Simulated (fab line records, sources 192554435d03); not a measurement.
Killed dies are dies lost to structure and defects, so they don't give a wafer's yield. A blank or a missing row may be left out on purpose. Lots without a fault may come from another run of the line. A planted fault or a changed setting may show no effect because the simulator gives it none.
One fault seen from 2 desks | flow n5_finfet | each desk has only its own numbers; what lay behind them comes last

THE METROLOGY DESK
What the gauges read, lot by lot, whatever tool the lot ran on: means of the sampled wafers that have a number. A lot is out of limits, marked OUT, if its mean lies more than 4 standard deviations from the usual mean; the brackets give that distance. Of its 10 readings 7 are shown: those that lie furthest out on some lot.
Columns: A = DIBL_N at N5_BEOL_M4_RC_MEAS_101, usual 35.8 mV/V; B = DIBL_P at N5_BEOL_M4_RC_MEAS_101, usual 36.0 mV/V; C = IOFF_N at N5_BEOL_M4_RC_MEAS_101, usual 0.153 nA/um; D = IOFF_P at N5_BEOL_M4_RC_MEAS_101, usual 0.21 nA/um; E = ION_P at N5_BEOL_M4_RC_MEAS_101, usual 462 uA/um; F = VT_N at N5_BEOL_M4_RC_MEAS_101, usual 250 mV; G = VT_P at N5_BEOL_M4_RC_MEAS_101, usual -250 mV
lot  | first seen here | A    | B    | C     | D    | E   | F   | G
L932 | day 8 09:25     | 36.1 | 36.6 | 0.147 | 0.19 | 456 | 252 | -252
L933 | day 8 23:57     | 36.7 | 38.9 | 0.174 | 0.29 | 473 | 249 | -242
L942 | day 11 05:25    | 36.1 | 37.6 | 0.169 | 0.21 | 456 | 249 | -251
L945 | day 11 09:40    | 36.9 | 37.2 | 0.169 | 0.23 | 467 | 248 | -247
L949 | day 12 10:37    | 34.5 | 33.2 | 0.117 | 0.15 | 451 | 255 | -256
L948 | day 12 11:53    | 35.8 | 36.7 | 0.157 | 0.20 | 459 | 250 | -251
L951 | day 12 21:25    | 35.0 | 36.2 | 0.161 | 0.22 | 463 | 250 | -247
L952 | day 13 14:24    | 38.0 | 38.7 | 0.160 | 0.22 | 462 | 250 | -250
L954 | day 13 18:08    | 36.0 | 34.2 | 0.147 | 0.19 | 457 | 250 | -252
This desk's finding: nothing out of limits on any of the 9 lots.

THE TOOL OWNER'S DESK: ald_sin-02
The tool's own readings at N5_BEOL_M0_SAQP_ALD_48 (deposits SiO2, target thk 20 nm, pulse time 1 s, co reactant pulse time 1 s): means of the sampled wafers that have a number, for each lot that ran on this tool. A lot is out of limits, marked OUT, if its mean lies more than 4 standard deviations from the usual mean; the brackets give that distance.
Columns: A = heater_power_w at N5_BEOL_M0_SAQP_ALD_48, usual 80 W; B = precursor_pulse_height_rel at N5_BEOL_M0_SAQP_ALD_48, usual 1.000
lot  | first seen here | A  | B
L933 | day 6 07:12     | 73 | 0.981
L942 | day 8 18:52     | 78 | 1.016
L954 | day 11 13:31    | 82 | 1.012
This desk's finding: nothing out of limits on any of the 3 lots.

PUT TOGETHER
The metrology desk saw nothing out of limits.
The tool owner's desk saw nothing out of limits.

WHAT THE SIMULATOR HAD PUT IN
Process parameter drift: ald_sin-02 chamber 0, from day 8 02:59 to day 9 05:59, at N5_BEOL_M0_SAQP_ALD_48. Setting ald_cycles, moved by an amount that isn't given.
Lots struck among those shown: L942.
